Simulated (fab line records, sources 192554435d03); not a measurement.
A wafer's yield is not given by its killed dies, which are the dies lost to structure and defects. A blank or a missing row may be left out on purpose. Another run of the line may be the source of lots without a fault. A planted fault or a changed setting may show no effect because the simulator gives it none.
What tool caused it? | flow n5_finfet | 8 lots with 24 wafers sampled at 5 steps, on a route of 1938 steps

## WHAT THE GAUGES READ, wafer by wafer
N5_BEOL_M4_RC_MEAS_101.
lot  | measured     | on        | DIBL_N (mV/V)  | DIBL_P (mV/V)  | IOFF_N (nA/um) | IOFF_N_85C (nA/um) | IOFF_N_LIN (nA/um) | IOFF_N_LONG (nA/um)        | IOFF_P (nA/um) | IOFF_P_85C (nA/um) | IOFF_P_LIN (nA/um) | IOFF_P_LONG (nA/um)        | ION_N (uA/um) | ION_P (uA/um) | SS_N (mV/dec)  | SS_P (mV/dec)  | VT_N (mV)         | VT_N_LONG (mV)    | VT_N_LVT (mV) | VT_P (mV)      | VT_P_LONG (mV) | VT_P_LVT (mV)
L687 | day 9 01:41  | prober-02 | 37.2 34.4 36.1 | 37.9 34.7 36.9 | 0.19 0.15 0.16 | 3.6 2.9 3.1        | 0.086 0.071 0.077  | 5.9e-05 5.96e-05 5.75e-05  | 0.27 0.20 0.24 | 4.4 3.5 4.1        | 0.122 0.101 0.115  | 0.000117 0.000111 0.000115 | 674 675 679   | 466 464 473   | 71.7 72.2 72.1 | 73.9 72.8 74.3 | 244.5 250.0 250.0 | 271.1 270.3 273.5 | 95 99 97      | -245 -248 -245 | -272 -272 -272 | -95 -98 -98
L689 | day 8 22:56  | prober-02 | 38.7 35.8 34.1 | 40.6 36.7 33.8 | 0.22 0.14 0.12 | 4.1 2.9 2.5        | 0.097 0.069 0.058  | 5.19e-05 5.15e-05 5.25e-05 | 0.26 0.18 0.15 | 4.1 3.1 2.6        | 0.110 0.087 0.074  | 0.000101 8.9e-05 9.8e-05   | 701 676 667   | 473 455 454   | 72.0 71.4 71.0 | 74.6 73.2 72.5 | 242.9 251.4 251.3 | 276.1 276.1 275.9 | 93 99 101     | -248 -256 -256 | -280 -278 -277 | -98 -102 -104
L694 | day 10 03:49 | prober-01 | 37.7 37.6 34.5 | 37.9 37.6 35.4 | 0.15 0.16 0.11 | 3.0 3.0 2.3        | 0.068 0.070 0.055  | 4.85e-05 4.98e-05 4.86e-05 | 0.19 0.18 0.15 | 3.3 3.2 2.8        | 0.087 0.083 0.076  | 9.6e-05 9.3e-05 9e-05      | 665 673 655   | 458 454 452   | 71.3 71.9 70.6 | 74.0 72.9 73.1 | 251.8 252.4 255.9 | 278.0 276.8 278.8 | 102 99 103    | -255 -257 -258 | -283 -285 -281 | -104 -105 -106
L695 | day 10 19:17 | prober-01 | 35.6 38.3 34.8 | 35.8 37.0 34.9 | 0.15 0.19 0.14 | 2.9 3.5 2.7        | 0.071 0.082 0.067  | 5.4e-05 5.51e-05 5.49e-05  | 0.20 0.23 0.19 | 3.5 3.8 3.3        | 0.096 0.103 0.091  | 0.000102 0.000103 0.000111 | 675 691 678   | 466 470 464   | 71.2 71.7 70.5 | 73.9 73.9 72.2 | 249.1 249.9 250.8 | 274.6 275.6 273.7 | 98 96 99      | -251 -249 -254 | -274 -274 -276 | -98 -96 -99
L697 | day 11 00:59 | prober-01 | 38.3 37.0 35.7 | 38.8 36.4 34.3 | 0.01 0.16 0.14 | 0.3 3.1 2.8        | 0.004 0.076 0.066  | 1.97e-05 5.53e-05 5.42e-05 | 0.53 0.21 0.17 | 7.9 3.6 3.1        | 0.244 0.100 0.086  | 0.000195 9.9e-05 9e-05     | 494 691 672   | 497 468 457   | 71.8 71.1 71.4 | 75.1 73.4 72.9 | 331.6 248.5 251.5 | 357.2 273.7 276.3 | 178 97 100    | -224 -252 -251 | -256 -278 -279 | -75 -98 -102
L698 | day 11 19:04 | prober-02 | 39.2 37.0 38.2 | 40.1 38.1 39.8 | 0.20 0.16 0.20 | 3.8 3.2 3.8        | 0.087 0.075 0.090  | 5.34e-05 5.29e-05 5.37e-05 | 0.23 0.19 0.23 | 4.0 3.4 4.1        | 0.100 0.090 0.103  | 9.5e-05 8.8e-05 9.7e-05    | 673 679 686   | 452 458 465   | 72.7 71.3 72.0 | 74.4 74.2 74.5 | 249.5 249.1 248.2 | 274.9 277.3 273.8 | 95 98 94      | -252 -253 -250 | -283 -280 -278 | -101 -102 -99
L708 | day 14 10:52 | prober-02 | 39.5 40.7 37.4 | 39.0 38.9 35.8 | 0.18 0.21 0.16 | 3.5 3.9 3.0        | 0.080 0.085 0.071  | 5.24e-05 5.34e-05 5.38e-05 | 0.24 0.24 0.20 | 4.2 4.2 3.5        | 0.109 0.109 0.095  | 0.000101 0.000111 0.000114 | 664 678 680   | 463 461 461   | 71.9 73.2 71.3 | 73.9 74.5 73.8 | 249.3 247.9 250.8 | 275.1 277.4 276.7 | 98 98 100     | -248 -247 -250 | -278 -275 -276 | -98 -98 -99
L709 | day 14 13:47 | prober-02 | 40.8 35.2 37.1 | 40.8 34.0 36.9 | 0.27 0.13 0.18 | 5.0 2.7 3.5        | 0.111 0.064 0.080  | 5.83e-05 5.62e-05 5.69e-05 | 0.34 0.20 0.25 | 5.5 3.5 4.4        | 0.145 0.101 0.119  | 0.000114 0.000117 0.000121 | 703 677 679   | 477 463 467   | 73.1 72.0 71.7 | 74.0 72.0 73.6 | 242.1 251.3 248.0 | 273.1 275.4 273.6 | 91 102 98     | -241 -248 -244 | -270 -273 -273 | -92 -98 -95

## WHICH TOOL RAN EACH LOT (tool, then ch and the chambers of the sampled wafers, then the start)
lot  | N5_HKMG_FIN_NWFM_ALD_20             | N5_HKMG_FIN_ALD_71                  | N5_HKMG_FIN_STRIP_90              | N5_HKMG_FIN_STRIP_69
L687 | ald_metal-04 ch 0,2, day 4 23:44    | ald_metal-04 ch 0,2, day 4 23:50    | rie_diel-01 ch 1,2, day 5 00:14   | plasma_asher-02 ch 0,1, day 5 00:33
L689 | ald_metal-02 ch 0,1,3, day 5 07:55  | ald_metal-02 ch 0,1,3, day 5 08:01  | rie_diel-01 ch 0,2, day 5 08:35   | plasma_asher-02 ch 0,1, day 5 08:53
L694 | ald_metal-04 ch 0,2,3, day 6 06:10  | ald_metal-04 ch 0,2,3, day 6 06:16  | rie_diel-01 ch 0,1,2, day 6 06:53 | plasma_asher-01 ch 0,1, day 6 07:11
L695 | ald_metal-02 ch 0,1,3, day 6 12:01  | ald_metal-02 ch 0,1,3, day 6 12:07  | rie_diel-01 ch 0,1,3, day 6 12:34 | plasma_asher-02 ch 0,1, day 6 12:53
L697 | ald_metal-04 ch 1,3, day 7 01:57    | ald_metal-04 ch 1,3, day 7 02:02    | rie_diel-05 ch 0,1,3, day 7 02:26 | plasma_asher-01 ch 0,1, day 7 02:44
L698 | ald_metal-01 ch 2,3, day 7 14:40    | ald_metal-01 ch 2,3, day 7 14:46    | rie_diel-03 ch 0,1, day 7 15:10   | plasma_asher-01 ch 0,1, day 7 15:35
L708 | ald_metal-01 ch 0,1,3, day 9 17:52  | ald_metal-01 ch 0,1,3, day 9 17:58  | rie_diel-03 ch 0,1,2, day 9 18:23 | plasma_asher-02 ch 0,1, day 9 18:48
L709 | ald_metal-01 ch 0,1,2, day 10 02:52 | ald_metal-01 ch 0,1,2, day 10 02:58 | rie_diel-01 ch 0,2, day 10 03:22  | plasma_asher-02 ch 0,1, day 10 03:40
- N5_HKMG_FIN_NWFM_ALD_20: deposits TiAlC, target thk 2 nm, pulse time 3 s, purge time 2 s.
- N5_HKMG_FIN_ALD_71: deposits TiN, target thk 1 nm, pulse time 1 s, purge time 3 s.
- N5_HKMG_FIN_STRIP_90: strips SOC in N2/H2, time 20 s.
- N5_HKMG_FIN_STRIP_69: strips in N2/H2, time 360 s.

## AS READ BY THE TOOLS THEMSELVES (means over the sampled wafers that have a number; for cases with no such wafer, the mark the record gives instead)
N5_HKMG_FIN_NWFM_ALD_20.
lot  | tool         | heater_power_w (W) | precursor_pulse_height_rel
L687 | ald_metal-04 | 521                | 1.004
L689 | ald_metal-02 | 492                | 1.015
L694 | ald_metal-04 | 468                | 1.011
L695 | ald_metal-02 | 487                | 1.006
L697 | ald_metal-04 | 475                | 1.028
L698 | ald_metal-01 | 507                | 0.998
L708 | ald_metal-01 | 490                | 1.010
L709 | ald_metal-01 | 470                | 1.002

N5_HKMG_FIN_ALD_71.
lot  | tool         | heater_power_w (W) | precursor_pulse_height_rel
L687 | ald_metal-04 | 955                | 1.020
L689 | ald_metal-02 | 877                | 1.005
L694 | ald_metal-04 | 842                | 0.996
L695 | ald_metal-02 | 878                | 0.993
L697 | ald_metal-04 | 837                | 1.016
L698 | ald_metal-01 | 915                | 0.996
L708 | ald_metal-01 | 877                | 0.991
L709 | ald_metal-01 | 841                | 1.012

N5_HKMG_FIN_STRIP_90.
lot  | tool        | drypump_motor_current_A (A) | oes_product_au (a.u.) | rf_vpp_V (V) | showerhead_plenum_p_Torr (Torr) | throttle_valve_pct (%)
L687 | rie_diel-01 | 5.1                         | 0.81                  | 54.5         | 3.46                            | 18.93
L689 | rie_diel-01 | 5.9                         | 0.80                  | 54.5         | 3.44                            | 19.05
L694 | rie_diel-01 | 5.5                         | 0.81                  | 53.2         | 3.44                            | 18.96
L695 | rie_diel-01 | 5.7                         | 0.82                  | 54.2         | 3.44                            | 18.97
L697 | rie_diel-05 | 5.5                         | 0.85                  | 54.4         | 3.36                            | 19.21
L698 | rie_diel-03 | 5.6                         | 0.78                  | 54.0         | 3.48                            | 19.18
L708 | rie_diel-03 | 5.4                         | 0.76                  | 54.4         | 3.42                            | 19.16
L709 | rie_diel-01 | 5.4                         | 0.74                  | 55.5         | 3.43                            | 19.13

N5_HKMG_FIN_STRIP_69.
lot  | tool            | drypump_motor_current_A (A) | heater_power_w (W)
L687 | plasma_asher-02 | 5.6                         | 547
L689 | plasma_asher-02 | 5.9                         | 562
L694 | plasma_asher-01 | 5.9                         | 458
L695 | plasma_asher-02 | 5.6                         | 549
L697 | plasma_asher-01 | 5.8                         | 424
L698 | plasma_asher-01 | 5.8                         | 427
L708 | plasma_asher-02 | 5.6                         | 559
L709 | plasma_asher-02 | 5.9                         | 554

## THE ANSWER, worked out from the rows above alone
Rule: usual is defined by the lots themselves. The widest of any qualifying gaps counts: lots, ordered by their means at a reading, are off when they make up no more than a third of the lots, leave a main group of 4 or more, and stand apart from it by 3 or more times the standard deviation of that group's means. If all means in a main group match to the digits the tables above print for the reading, that group is not used. Also off: a lot with no number at a reading for which 4 or more lots have one. Any other lot the step has rows for is counted as sound. After the gauges, taken in route order, come the tools' own readings; for these a lot's mean is taken, as printed above. At the first step where some lot is off, the reading lying furthest off is the one used; lots without a number count as furthest.
Off: at N5_BEOL_M4_RC_MEAS_101 (VT_N_LVT), L697. The main group: mean 98 mV, standard deviation 1.7.
If a tool, at a process step before that reading, ran all the lots that are off and no sound lot after the first of them, it fits. Not tried: the gauges at N5_BEOL_M4_RC_MEAS_101; whatever is off there is also off at N5_HKMG_FIN_STRIP_90, on other tools, and gauge error can't account for it. Can't be told from this: 2 tools fit, ald_metal-04 at N5_HKMG_FIN_NWFM_ALD_20 and N5_HKMG_FIN_ALD_71, rie_diel-05 at N5_HKMG_FIN_STRIP_90.

## WHAT THE SIMULATOR HAD PUT IN
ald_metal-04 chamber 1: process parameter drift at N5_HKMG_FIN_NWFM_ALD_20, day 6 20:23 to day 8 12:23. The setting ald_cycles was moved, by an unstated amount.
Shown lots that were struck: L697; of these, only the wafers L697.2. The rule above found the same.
